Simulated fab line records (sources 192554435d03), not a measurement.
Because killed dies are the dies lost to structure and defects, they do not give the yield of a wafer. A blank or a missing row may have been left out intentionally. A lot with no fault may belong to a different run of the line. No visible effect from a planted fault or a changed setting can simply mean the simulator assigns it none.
What tool caused it? -- flow n5-finfet -- Sampling: 24 lots, 72 wafers, 5 of 1938 route steps

== WHAT EACH GAUGE READ, for each wafer ==
N5_BEOL_M1_THK_MEAS_53: measures by xrf. Usual: M1_THK 40.1 nm, standard deviation 1.6.
lot,measured,on,M1_THK (nm),flag
L074,day 7 02:26,film-metro-01,40.1 37.9 40.5,
L075,day 7 07:16,film-metro-02,38.0 39.8 40.3,
L076,day 7 07:32,film-metro-02,39.8 38.6 37.9,
L077,day 7 09:56,film-metro-02,41.3 44.0 40.8,
L078,day 7 18:30,film-metro-01,38.7 40.3 40.9,
L079,day 7 21:38,film-metro-02,38.6 40.4 41.6,
L080,day 8 09:17,film-metro-01,41.3 38.0 36.3,
L081,day 8 13:19,film-metro-01,39.6 41.3 41.7,
L082,day 8 23:25,film-metro-01,39.8 38.7 42.0,
L083,day 9 02:38,film-metro-01,41.2 41.3 43.0,
L084,day 9 05:05,film-metro-02,36.7 40.6 40.8,
L085,day 9 08:46,film-metro-01,40.4 40.6 42.5,
L087,day 9 16:50,film-metro-01,36.2 39.9 39.6,
L086,day 9 18:32,film-metro-01,38.2 39.9 39.9,
L088,day 9 22:56,film-metro-01,40.1 37.6 40.5,
L089,day 9 21:46,film-metro-02,38.3 39.2 40.5,
L090,day 10 09:55,film-metro-02,39.2 40.5 39.6,
L091,day 10 17:23,film-metro-02,39.9 39.7 41.3,
L092,day 10 20:05,film-metro-02,39.0 39.9 42.8,
L093,day 11 14:52,film-metro-02,38.5 42.2 40.0,
L094,day 11 21:11,film-metro-02,37.7 39.0 38.7,
L095,day 11 23:32,film-metro-01,38.3 40.6 39.4,
L096,day 12 02:20,film-metro-02,40.6 40.6 41.5,
L097,day 12 08:44,film-metro-01,40.2 39.8 42.7,

N5_BEOL_M1_INSPECT_59: inspects for defects (darkfield). Usual: raw-defect-count reads 68 (standard deviation 23).
lot,measured,on,raw-defect-count,flag
L074,day 7 02:43,defect-inspect-01,46 108 65,
L075,day 7 07:37,defect-inspect-01,32 36 47,
L076,day 7 07:49,defect-inspect-01,92 80 111,
L077,day 7 10:13,defect-inspect-01,86 84 144,
L078,day 7 18:58,defect-inspect-02,49 77 75,
L079,day 7 21:59,defect-inspect-02,60 79 50,
L080,day 8 09:50,defect-inspect-02,84 63 53,
L081,day 8 13:40,defect-inspect-01,55 97 70,
L082,day 8 23:46,defect-inspect-01,78 85 101,
L083,day 9 02:56,defect-inspect-01,60 57 72,
L084,day 9 05:23,defect-inspect-02,62 106 60,
L085,day 9 09:05,defect-inspect-02,35 52 46,
L087,day 9 17:08,defect-inspect-01,45 61 59,
L086,day 9 18:55,defect-inspect-02,81 60 62,
L088,day 9 23:15,defect-inspect-02,57 73 71,
L089,day 9 22:04,defect-inspect-02,77 111 61,
L090,day 10 10:14,defect-inspect-01,74 72 103,
L091,day 10 17:43,defect-inspect-01,51 102 40,
L092,day 10 20:23,defect-inspect-01,59 57 42,
L093,day 11 15:10,defect-inspect-01,107 121 82,
L094,day 11 21:28,defect-inspect-02,65 52 91,
L095,day 11 23:52,defect-inspect-01,71 58 51,
L096,day 12 02:37,defect-inspect-01,58 38 71,
L097,day 12 09:01,defect-inspect-01,65 111 92,

== EACH LOT AND THE TOOL THAT RAN IT (in order: tool; ch and the chambers of the sampled wafers; start) ==
lot,N5_BEOL_M1_SPUTTER_79,N5_BEOL_M1_ANNEAL_82,N5_BEOL_M1_ANNEAL_51
L074,"pvd-sputter-02, day 7 00:06","pvd-sputter-02, day 7 00:24","rtp-anneal-01 ch 0, day 7 01:50"
L075,"pvd-sputter-02, day 7 04:56","pvd-sputter-02, day 7 05:14","rtp-anneal-01 ch 0, day 7 06:41"
L076,"pvd-sputter-01, day 7 05:12","pvd-sputter-01, day 7 05:30","rtp-anneal-02 ch 0, day 7 06:59"
L077,"pvd-sputter-02, day 7 07:37","pvd-sputter-02, day 7 07:55","rtp-anneal-02 ch 0, day 7 09:23"
L078,"pvd-sputter-03, day 7 15:59","pvd-sputter-03, day 7 16:17","rtp-anneal-02 ch 0, day 7 17:44"
L079,"pvd-sputter-02, day 7 19:19","pvd-sputter-02, day 7 19:37","rtp-anneal-01 ch 0, day 7 21:03"
L080,"pvd-sputter-01, day 8 06:57","pvd-sputter-01, day 8 07:15","rtp-anneal-02 ch 0, day 8 08:41"
L081,"pvd-sputter-02, day 8 10:59","pvd-sputter-02, day 8 11:17","rtp-anneal-02 ch 0, day 8 12:46"
L082,"pvd-sputter-02, day 8 21:05","pvd-sputter-02, day 8 21:23","rtp-anneal-02 ch 0, day 8 22:49"
L083,"pvd-sputter-02, day 9 00:17","pvd-sputter-02, day 9 00:35","rtp-anneal-02 ch 0, day 9 02:02"
L084,"pvd-sputter-01, day 9 02:45","pvd-sputter-01, day 9 03:03","rtp-anneal-02 ch 0, day 9 04:32"
L085,"pvd-sputter-03, day 9 06:26","pvd-sputter-03, day 9 06:44","rtp-anneal-02 ch 0, day 9 08:13"
L087,"pvd-sputter-01, day 9 14:29","pvd-sputter-01, day 9 14:47","rtp-anneal-02 ch 0, day 9 16:19"
L086,"pvd-sputter-03, day 9 16:13","pvd-sputter-03, day 9 16:31","rtp-anneal-01 ch 0, day 9 18:00"
L088,"pvd-sputter-01, day 9 18:20","pvd-sputter-01, day 9 18:38","rtp-anneal-02 ch 0, day 9 22:20"
L089,"pvd-sputter-02, day 9 19:27","pvd-sputter-02, day 9 19:45","rtp-anneal-02 ch 0, day 9 21:11"
L090,"pvd-sputter-02, day 10 07:26","pvd-sputter-02, day 10 07:44","rtp-anneal-02 ch 0, day 10 09:19"
L091,"pvd-sputter-02, day 10 14:59","pvd-sputter-02, day 10 15:17","rtp-anneal-02 ch 0, day 10 16:47"
L092,"pvd-sputter-01, day 10 17:46","pvd-sputter-01, day 10 18:04","rtp-anneal-02 ch 0, day 10 19:33"
L093,"pvd-sputter-01, day 11 12:33","pvd-sputter-01, day 11 12:51","rtp-anneal-02 ch 0, day 11 14:20"
L094,"pvd-sputter-02, day 11 18:51","pvd-sputter-02, day 11 19:09","rtp-anneal-01 ch 0, day 11 20:40"
L095,"pvd-sputter-02, day 11 21:08","pvd-sputter-02, day 11 21:26","rtp-anneal-01 ch 0, day 11 22:56"
L096,"pvd-sputter-03, day 12 00:01","pvd-sputter-03, day 12 00:19","rtp-anneal-01 ch 0, day 12 01:45"
L097,"pvd-sputter-03, day 12 06:24","pvd-sputter-03, day 12 06:42","rtp-anneal-02 ch 0, day 12 08:08"
- N5_BEOL_M1_SPUTTER_79: material Cu, target thk 4.5 nm, time 8.29 s.
- N5_BEOL_M1_ANNEAL_82: time 240 s.
- N5_BEOL_M1_ANNEAL_51: time 90 s.

== WHAT THE TOOLS THEMSELVES READ (means of the sampled wafers that have a number; where no wafer has one, the mark that the record gives instead) ==
N5_BEOL_M1_SPUTTER_79. Usual: throttle-valve-pct reads 30.1 % (standard deviation 1.4).
lot,tool,throttle-valve-pct (%),flag
L074,pvd-sputter-02,30.7,
L075,pvd-sputter-02,29.8,
L076,pvd-sputter-01,31.4,
L077,pvd-sputter-02,29.8,
L078,pvd-sputter-03,29.4,
L079,pvd-sputter-02,29.9,
L080,pvd-sputter-01,31.4,
L081,pvd-sputter-02,30.2,
L082,pvd-sputter-02,29.3,
L083,pvd-sputter-02,30.6,
L084,pvd-sputter-01,31.8,
L085,pvd-sputter-03,29.7,
L087,pvd-sputter-01,31.3,
L086,pvd-sputter-03,29.8,
L088,pvd-sputter-01,30.7,
L089,pvd-sputter-02,29.8,
L090,pvd-sputter-02,29.7,
L091,pvd-sputter-02,29.6,
L092,pvd-sputter-01,32.6,
L093,pvd-sputter-01,31.1,
L094,pvd-sputter-02,30.7,
L095,pvd-sputter-02,30.3,
L096,pvd-sputter-03,29.0,
L097,pvd-sputter-03,29.0,

N5_BEOL_M1_ANNEAL_82. Usual: heater-power-w reads 782 W (standard deviation 88).
lot,tool,heater-power-w (W),flag
L074,pvd-sputter-02,722,
L075,pvd-sputter-02,738,
L076,pvd-sputter-01,829,
L077,pvd-sputter-02,763,
L078,pvd-sputter-03,790,
L079,pvd-sputter-02,732,
L080,pvd-sputter-01,845,
L081,pvd-sputter-02,782,
L082,pvd-sputter-02,829,
L083,pvd-sputter-02,727,
L084,pvd-sputter-01,738,
L085,pvd-sputter-03,774,
L087,pvd-sputter-01,838,
L086,pvd-sputter-03,786,
L088,pvd-sputter-01,766,
L089,pvd-sputter-02,729,
L090,pvd-sputter-02,772,
L091,pvd-sputter-02,773,
L092,pvd-sputter-01,816,
L093,pvd-sputter-01,861,
L094,pvd-sputter-02,692,
L095,pvd-sputter-02,758,
L096,pvd-sputter-03,807,
L097,pvd-sputter-03,806,

N5_BEOL_M1_ANNEAL_51. Usual: wafer_temp_C_max reads 225.94 (standard deviation 0.28).
lot,tool,wafer_temp_C_max,flag
L074,rtp-anneal-01,225.64,
L075,rtp-anneal-01,225.50,
L076,rtp-anneal-02,226.11,
L077,rtp-anneal-02,226.02,
L078,rtp-anneal-02,226.05,
L079,rtp-anneal-01,225.41,
L080,rtp-anneal-02,225.96,
L081,rtp-anneal-02,226.26,
L082,rtp-anneal-02,225.98,
L083,rtp-anneal-02,226.16,
L084,rtp-anneal-02,226.07,
L085,rtp-anneal-02,226.14,
L087,rtp-anneal-02,225.96,
L086,rtp-anneal-01,225.60,
L088,rtp-anneal-02,226.09,
L089,rtp-anneal-02,225.98,
L090,rtp-anneal-02,226.08,
L091,rtp-anneal-02,226.23,
L092,rtp-anneal-02,226.04,
L093,rtp-anneal-02,226.10,
L094,rtp-anneal-01,225.82,
L095,rtp-anneal-01,225.69,
L096,rtp-anneal-01,225.63,
L097,rtp-anneal-02,225.98,

== THE ANSWER, worked out from the rows above alone ==
Rule: lot off if the mean of its wafers having a number is beyond 3 standard deviations from the usual mean. Also off: a lot with no number at a reading for which 4 or more lots have one. The other lots that the step has rows for count as sound. First the gauges in route order, then the tools' own readings, where a lot's mean is used as printed above. The first step at which some lot is off is used, and at that step the reading that is off furthest; a lot without a number counts as furthest.
Nothing can be told from this: no lot is off at any reading shown.

== WHAT THE SIMULATOR HAD PUT IN ==
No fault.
